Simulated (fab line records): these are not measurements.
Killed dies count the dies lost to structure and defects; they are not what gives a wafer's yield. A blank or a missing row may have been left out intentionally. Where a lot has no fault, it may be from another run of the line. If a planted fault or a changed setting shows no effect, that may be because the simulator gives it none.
Split-lot study | flow n5 finfet | on a route of 1938 steps: 7 lots, 21 wafers read

THE SPLIT
At N5_BEOL_M2_DEP_57 (deposits SiCN from 3MS/NH3, target thk 8 nm, time 14 s), the setting time s was moved away from the recipe's 14 s on 3 of the 21 wafers read, by -8.4% to +13.0%. All remaining wafers had this setting at the recipe value.

The split's own step is where the reading is taken.

THE READING
SiCN_of_BEOL_M2_DEP_57.thk nm (the simulator's own value, which no gauge read), in nm, at N5_BEOL_M2_DEP_57 (deposits SiCN from 3MS/NH3, target thk 8 nm, time 14 s). There is no usual value for it anywhere in the file. The 18 wafers here that ran the recipe average 7.9 nm, standard deviation 0.099 nm.

wafer  | tool, chamber at the split | time s as run, s | against the recipe | SiCN_of_BEOL_M2_DEP_57.thk nm, nm | against lot-mates on the recipe
L075.2 | pecvd-04, 1,0              | 14               | recipe             | 7.8                               | -
L075.3 | pecvd-04, 1,0              | 14               | recipe             | 7.8                               | -
L075.6 | pecvd-04, 0                | 14               | recipe             | 8                                 | -
L076.1 | pecvd-04, 1                | 15.82            | +13.0%             | 9                                 | +1.0
L076.2 | pecvd-04, 2,0              | 14               | recipe             | 8                                 | -
L076.3 | pecvd-04, 2,0              | 14               | recipe             | 8                                 | -
L077.1 | pecvd-04, 1,2              | 14               | recipe             | 7.8                               | -
L077.2 | pecvd-04, 1,2              | 14               | recipe             | 7.8                               | -
L077.3 | pecvd-04, 0                | 14               | recipe             | 8                                 | -
L083.3 | pecvd-03, 1                | 12.82            | -8.4%              | 7.2                               | -0.8
L083.4 | pecvd-03, 0                | 14               | recipe             | 8                                 | -
L083.5 | pecvd-03, 1                | 12.82            | -8.4%              | 7.4                               | -0.6
L085.2 | pecvd-03, 1,2,0            | 14               | recipe             | 8                                 | -
L085.4 | pecvd-03, 1,2,0            | 14               | recipe             | 8                                 | -
L085.6 | pecvd-03, 1,2,0            | 14               | recipe             | 8                                 | -
L092.1 | pecvd-04, 0,1              | 14               | recipe             | 7.8                               | -
L092.6 | pecvd-04, 0,1              | 14               | recipe             | 7.8                               | -
L092.3 | pecvd-04, 2                | 14               | recipe             | 8                                 | -
L096.3 | pecvd-04, 2                | 14               | recipe             | 7.8                               | -
L096.5 | pecvd-04, 2                | 14               | recipe             | 7.8                               | -
L096.4 | pecvd-04, 1                | 14               | recipe             | 8                                 | -
Where a row lists several chambers, the file gives one row for several wafers and doesn't say which wafer went through which chamber.

FIT RESULTS
A straight line over all 21 wafers: SiCN_of_BEOL_M2_DEP_57.thk nm changes by +0.0787 nm for each +1% of time s; r = +0.95; the points scatter about the line by 0.1 nm.
The same after taking each lot's own level away (the mean of its wafers on the recipe; 21 wafers): +0.0797 nm for each +1%; r = +0.97; scatter 0.082 nm.
On that fit, the largest move of time s shifts the reading by 1 nm.
The lots' own levels span 7.87 to 8.00 nm, that is 1.3 times the standard deviation above.
Consequently the slope shifts little with the lot-to-lot level, the two slopes agreeing.
Check: for one of the wafers moved furthest among these (+13.0%), held out of the fit, the line's prediction against its lot-mates is +1.08 nm. It came out at +1 nm against them.

FURTHER SPLITS ON THESE WAFERS
These wafers also went through other splits before the reading. Each is held against what the fit with the lots' levels taken away leaves over:
other split on the same wafers    | wafers away from the commonest value | r with SiCN_of_BEOL_M2_DEP_57.thk nm (lot level and that fit taken away)
N5_HKMG_FIN_EXPOSE_46 dose mj     | 4                                    | +0.10
N5_GATE_CUT_EXPOSE_10 dose mj     | 8                                    | +0.06
N5_GATE_CUT_ETCH_36 cf4 flow sccm | 7                                    | +0.01
N5_BEOL_M0_SAQP_COAT_105 spin rpm | 9                                    | +0.35
N5_BEOL_M0_SPUTTER_134 time s     | 10                                   | -0.11
N5_BEOL_M2_PECVD_72 temp c        | 8                                    | -0.07

THE FILE'S OWN FIT
SiCN_of_BEOL_M2_DEP_57.thk nm changes by +0.0787 nm for each +1% of time s, r = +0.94.
